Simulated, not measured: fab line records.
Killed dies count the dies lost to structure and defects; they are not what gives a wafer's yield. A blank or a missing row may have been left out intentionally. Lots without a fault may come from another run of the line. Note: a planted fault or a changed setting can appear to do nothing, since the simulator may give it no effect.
fab line records    flow n5Finfet    part 2 of 2: steps 4 to 6 of 6
record lots=24  wafers=72  lastDay=17
route steps=1938 shown BEOL_M5@1159 BEOL_M6@1211 BEOL_M7@1263
lots that met no fault: from a run of the same line without faults
startH: start of the lot's first displayed wafer, in hours after the record's first day    waitH: how many hours have passed since the lot's step before this one    " same as the row above    L1.1+2: a row that stands for several wafers    - either no value or no given start    * or withheld: withheld    < > ~ a bound
route shown NAME@n: NAME is a module with steps in the file, n the number in the route of the first one    usual: the fault-free wafers' mean and standard deviation    same: alike in all rows    chamber/n: place in a boat    sites: each site's reading    _std_site: standard deviation across them    _edge_site: outer sites' mean less inner sites'    radiusMm: how far each site lies from the wafer's centre    mask NAME#n: copy n    behind: the tool/chamber that last shaped the wafer    hold: cause of the lot's hold/its duration in hours/its outcome    device: names the non-switching transistor (n, p or np)    end of line: tests of these same wafers at the route's end    where a step has no rows: the recipe by itself    killed: count of dies lost to structure and defects at first sort (not the wafer's yield)    map: per-die view of a wafer (x killed, . not killed, _ where there is no die)
set.NAME: the setting that was run; set.NAME@STEP: the one run at that earlier step    model.NAME: the simulator's own value behind a step, which no gauge read
the route's steps for a sample of lots (tables are steps, rows are wafers)
services: when a tool's chamber went out of use (startH, in hours from the record's first day, below 0 if earlier), for how many hours, and the reason
## steps
# step N5_BEOL_M6_CD_MEAS_35
# recipe targetCdNm=40  targetCdYNm=28  polarity=opening
# usual cdNm=39.8/0.6
lot.wafer  tool      chamber  startH  waitH  cdNm
L074.2     cdSem-02  -        193.09  0.0    40.0
L074.3     "         -        "       "      39.3
L074.5     "         -        "       "      39.4
L076.1     cdSem-01  -        195.93  0.0    40.1
L076.2     "         -        "       "      39.0
L076.5     "         -        "       "      39.0
L075.2     cdSem-01  -        205.43  0.0    39.3
L075.3     "         -        "       "      39.7
L075.4     "         -        "       "      40.0
L077.1     cdSem-02  -        207.05  0.0    38.5
L077.2     "         -        "       "      40.1
L077.3     "         -        "       "      39.8
L078.2     cdSem-03  -        212.82  0.0    38.9
L078.3     "         -        "       "      39.3
L078.6     "         -        "       "      39.1
L079.1     cdSem-02  -        221.55  0.0    40.6
L079.4     "         -        "       "      40.6
L079.5     "         -        "       "      41.3
L080.2     cdSem-03  -        224.39  0.0    38.8
L080.3     "         -        "       "      39.8
L080.6     "         -        "       "      39.9
L081.1     cdSem-03  -        237.04  0.0    40.1
L081.3     "         -        "       "      38.8
L081.6     "         -        "       "      39.2
L083.1     cdSem-03  -        241.93  0.0    40.7
L083.2     "         -        "       "      40.3
L083.6     "         -        "       "      39.9
L082.2     cdSem-03  -        247.50  0.0    40.0
L082.3     "         -        "       "      40.6
L082.5     "         -        "       "      39.9
L084.2     cdSem-02  -        247.87  0.0    40.5
L084.3     "         -        "       "      41.2
L084.6     "         -        "       "      41.0
L085.1     cdSem-02  -        268.28  0.0    40.6
L085.2     "         -        "       "      40.4
L085.3     "         -        "       "      40.1
L088.1     cdSem-02  -        270.94  0.0    39.5
L088.4     "         -        "       "      39.3
L088.5     "         -        "       "      40.0
L086.3     cdSem-02  -        275.19  0.0    39.8
L086.5     "         -        "       "      40.0
L086.6     "         -        "       "      39.3
L087.3     cdSem-02  -        275.67  0.0    39.2
L087.4     "         -        "       "      39.6
L087.5     "         -        "       "      40.0
L091.2     cdSem-03  -        278.09  0.0    39.6
L091.3     "         -        "       "      39.1
L091.6     "         -        "       "      38.9
L090.3     cdSem-01  -        281.78  0.0    40.7
L090.4     "         -        "       "      40.1
L090.5     "         -        "       "      40.1
L089.1     cdSem-02  -        282.17  0.0    40.3
L089.2     "         -        "       "      40.3
L089.6     "         -        "       "      40.8
L092.1     cdSem-01  -        298.81  0.0    39.3
L092.2     "         -        "       "      40.5
L092.5     "         -        "       "      39.4
L093.1     cdSem-01  -        306.03  0.0    40.6
L093.2     "         -        "       "      39.9
L093.5     "         -        "       "      39.9
L094.1     cdSem-02  -        306.59  0.0    39.2
L094.2     "         -        "       "      40.7
L094.4     "         -        "       "      39.3
L095.1     cdSem-03  -        309.45  0.0    39.1
L095.3     "         -        "       "      39.1
L095.6     "         -        "       "      39.0
L097.1     cdSem-03  -        328.58  0.0    39.3
L097.4     "         -        "       "      40.2
L097.6     "         -        "       "      40.4
L096.2     cdSem-03  -        329.94  0.0    39.7
L096.5     "         -        "       "      39.6
L096.6     "         -        "       "      39.4
# step N5_BEOL_M6_ANNEAL_51
# recipe tempC=225  timeS=90  ambient=N2
# usual wafer_temp_C_max=226.07/0.26
lot.wafer  tool          chamber  startH  waitH  wafer_temp_C_max
L074.2     rtpAnneal-02  0        196.33  0.2    226.34
L074.3     "             0        "       "      226.07
L074.5     "             0        "       "      226.19
L076.1     rtpAnneal-02  0        197.28  0.1    225.99
L076.2     "             0        "       "      225.99
L076.5     "             0        "       "      225.60
L075.2     rtpAnneal-01  0        207.56  0.8    225.93
L075.3     "             0        "       "      226.14
L075.4     "             0        "       "      226.19
L077.1     rtpAnneal-01  0        209.74  0.1    226.36
L077.2     "             0        "       "      225.75
L077.3     "             0        "       "      225.98
L078.2     rtpAnneal-02  0        214.60  0.3    225.62
L078.3     "             0        "       "      225.81
L078.6     "             0        "       "      225.59
L079.1     rtpAnneal-01  0        224.19  0.1    225.94
L079.4     "             0        "       "      225.89
L079.5     "             0        "       "      225.98
L080.2     rtpAnneal-02  0        227.25  0.1    225.90
L080.3     "             0        "       "      225.93
L080.6     "             0        "       "      226.29
L081.1     rtpAnneal-01  0        239.47  0.3    226.21
L081.3     "             0        "       "      225.75
L081.6     "             0        "       "      226.02
L083.1     rtpAnneal-01  0        243.96  0.3    225.65
L083.2     "             0        "       "      226.16
L083.6     "             0        "       "      226.04
L082.2     rtpAnneal-01  0        250.47  0.1    226.09
L082.3     "             0        "       "      226.15
L082.5     "             0        "       "      225.77
L084.2     rtpAnneal-02  0        250.91  0.1    226.28
L084.3     "             0        "       "      225.75
L084.6     "             0        "       "      225.83
L085.1     rtpAnneal-02  0        271.32  0.4    226.18
L085.2     "             0        "       "      225.89
L085.3     "             0        "       "      226.25
L088.1     rtpAnneal-01  0        272.59  0.3    225.62
L088.4     "             0        "       "      226.03
L088.5     "             0        "       "      226.40
L086.3     rtpAnneal-02  0        277.60  0.1    226.04
L086.5     "             0        "       "      225.99
L086.6     "             0        "       "      226.19
L087.3     rtpAnneal-02  0        278.26  0.1    226.37
L087.4     "             0        "       "      226.30
L087.5     "             0        "       "      226.26
L091.2     rtpAnneal-02  0        279.65  0.4    226.04
L091.3     "             0        "       "      225.74
L091.6     "             0        "       "      225.58
L090.3     rtpAnneal-01  0        283.73  0.1    226.36
L090.4     "             0        "       "      226.45
L090.5     "             0        "       "      226.15
L089.1     rtpAnneal-02  0        283.99  0.3    226.48
L089.2     "             0        "       "      226.17
L089.6     "             0        "       "      226.35
L092.1     rtpAnneal-01  0        302.17  0.1    226.13
L092.2     "             0        "       "      226.43
L092.5     "             0        "       "      226.28
L093.1     rtpAnneal-01  0        309.57  0.4    225.91
L093.2     "             0        "       "      226.35
L093.5     "             0        "       "      225.81
L094.1     rtpAnneal-02  0        310.81  1.2    226.34
L094.2     "             0        "       "      226.03
L094.4     "             0        "       "      225.75
L095.1     rtpAnneal-01  0        313.29  1.0    226.00
L095.3     "             0        "       "      225.92
L095.6     "             0        "       "      226.07
L097.1     rtpAnneal-02  0        331.15  0.8    226.04
L097.4     "             0        "       "      225.88
L097.6     "             0        "       "      225.91
L096.2     rtpAnneal-01  0        332.89  0.1    226.74
L096.5     "             0        "       "      225.98
L096.6     "             0        "       "      226.11
# step N5_BEOL_M7_ILD_DEP_00
# recipe material=SiCOH_lowk  targetThkA=1797.5  tempC=300  precursor=DEMS/porogen  pressureTorr=5  rfW=500  timeS=33.4
# usual heaterPowerW=298/53  showerheadPlenumPTorr=5.738/0.013  throttleValvePct=14.0/0.66
lot.wafer  tool      chamber  startH  waitH  heaterPowerW  showerheadPlenumPTorr  throttleValvePct
L074.2     pecvd-01  1        197.10  0.0    335           5.744                  13.7
L074.3     "         0        "       "      313           5.726                  14.6
L074.5     "         1        "       "      337           5.724                  13.6
L076.1     pecvd-03  1        198.07  0.0    257           5.731                  14.6
L076.2     "         2        "       "      252           5.747                  13.2
L076.5     "         2        "       "      250           5.729                  13.3
L075.2     pecvd-03  1        208.30  0.0    238           5.744                  14.5
L075.3     "         0        "       "      168           5.727                  14.6
L075.4     "         0        "       "      176           5.744                  14.9
L077.1     pecvd-02  1        210.52  0.0    315           5.733                  14.4
L077.2     "         0        "       "      337           5.752                  13.0
L077.3     "         1        "       "      309           5.743                  14.5
L078.2     pecvd-02  0        215.34  0.0    293           5.743                  13.4
L078.3     "         1        "       "      313           5.733                  14.7
L078.6     "         1        "       "      316           5.734                  14.7
L079.1     pecvd-01  1        224.98  0.0    341           5.734                  13.4
L079.4     "         1        "       "      346           5.733                  13.5
L079.5     "         2        "       "      323           5.742                  13.9
L080.2     pecvd-01  1        228.01  0.1    345           5.739                  13.9
L080.3     "         2        "       "      291           5.746                  14.1
L080.6     "         1        "       "      356           5.739                  13.7
L081.1     pecvd-01  2        240.25  0.0    322           5.738                  13.9
L081.3     "         1        "       "      334           5.725                  13.3
L081.6     "         2        "       "      315           5.744                  13.7
L083.1     pecvd-01  0        244.77  0.0    339           5.744                  14.6
L083.2     "         2        "       "      274           5.750                  13.8
L083.6     "         1        "       "      361           5.725                  13.5
L082.2     pecvd-02  0        251.25  0.0    326           5.754                  13.2
L082.3     "         1        "       "      267           5.730                  14.9
L082.5     "         1        "       "      273           5.737                  14.5
L084.2     pecvd-03  0        251.66  0.0    165           5.736                  15.1
L084.3     "         1        "       "      259           5.739                  14.0
L084.6     "         1        "       "      267           5.758                  14.4
L085.1     pecvd-03  0        272.10  0.0    170           5.750                  15.2
L085.2     "         1        "       "      249           5.749                  14.3
L085.3     "         2        "       "      253           5.758                  13.2
L088.1     pecvd-02  1        273.39  0.0    317           5.723                  14.9
L088.4     "         0        "       "      340           5.760                  13.4
L088.5     "         2        "       "      344           5.769                  13.1
L086.3     pecvd-01  0        278.31  0.0    300           5.715                  14.6
L086.5     "         2        "       "      310           5.738                  13.9
L086.6     "         0        "       "      304           5.733                  14.4
L087.3     pecvd-02  0        278.98  0.0    341           5.754                  13.5
L087.4     "         2        "       "      396           5.749                  12.8
L087.5     "         1        "       "      328           5.720                  14.9
L091.2     pecvd-01  0        280.39  0.0    297           5.722                  14.7
L091.3     "         2        "       "      332           5.749                  13.7
L091.6     "         1        "       "      345           5.723                  13.4
L090.3     pecvd-01  2        284.43  0.0    286           5.743                  14.1
L090.4     "         0        "       "      341           5.719                  14.5
L090.5     "         2        "       "      296           5.751                  14.0
L089.1     pecvd-01  1        284.79  0.0    316           5.728                  13.5
L089.2     "         0        "       "      354           5.727                  14.7
L089.6     "         1        "       "      323           5.731                  13.6
L092.1     pecvd-03  1        302.99  0.0    210           5.742                  14.3
L092.2     "         0        "       "      202           5.755                  15.2
L092.5     "         1        "       "      213           5.742                  14.2
L093.1     pecvd-01  0        310.36  0.0    329           5.722                  14.5
L093.2     "         1        "       "      343           5.743                  13.4
L093.5     "         1        "       "      350           5.733                  13.7
L094.1     pecvd-01  2        311.87  0.0    288           5.752                  14.4
L094.2     "         1        "       "      357           5.730                  13.4
L094.4     "         0        "       "      323           5.724                  14.6
L095.1     pecvd-03  2        314.08  0.0    284           5.753                  13.5
L095.3     "         1        "       "      220           5.738                  14.4
L095.6     "         1        "       "      220           5.755                  14.3
L097.1     pecvd-01  2        331.94  0.0    305           5.752                  14.1
L097.4     "         2        "       "      303           5.729                  13.9
L097.6     "         0        "       "      332           5.732                  14.4
L096.2     pecvd-03  0        333.63  0.0    187           5.749                  15.0
L096.5     "         2        "       "      265           5.735                  13.6
L096.6     "         0        "       "      193           5.747                  15.4
## services
tool        chamber  startH  hours  kind
pecvd-03    2        164.67  13.1   repair
rieDiel-06  2        165.55  -      clean
rieDiel-06  2        165.55  -      consumableReplace:focusRing
rieDiel-06  2        165.55  -      consumableReplace:showerhead
rieDiel-06  2        165.55  25.6   scheduledDown
rieDiel-06  2        165.55  25.6   ventCycle
rieDiel-02  3        185.18  6.4    repair
rieDiel-04  0        202.29  6.5    repair
rieDiel-05  2        205.97  1.6    repair
pecvd-03    2        210.24  18.6   repair
pecvd-01    0        214.63  5.5    scheduledDown
rieDiel-05  -        216.89  0.8    repair
rieDiel-03  3        225.89  3.9    repair
rieDiel-04  2        233.69  4.1    repair
rieDiel-04  2        252.40  19.3   repair
rieDiel-06  2        279.68  6.7    repair
pecvd-01    1        285.45  3.6    repair
pecvd-03    -        288.28  0.2    repair
pecvd-01    2        301.67  5.5    scheduledDown
rieDiel-06  1        303.13  -      clean
pecvd-03    -        308.06  5.5    pm
pecvd-02    -        314.19  0.9    repair
pecvd-03    0        320.82  12.4   repair
rieDiel-01  2        332.04  7.0    repair
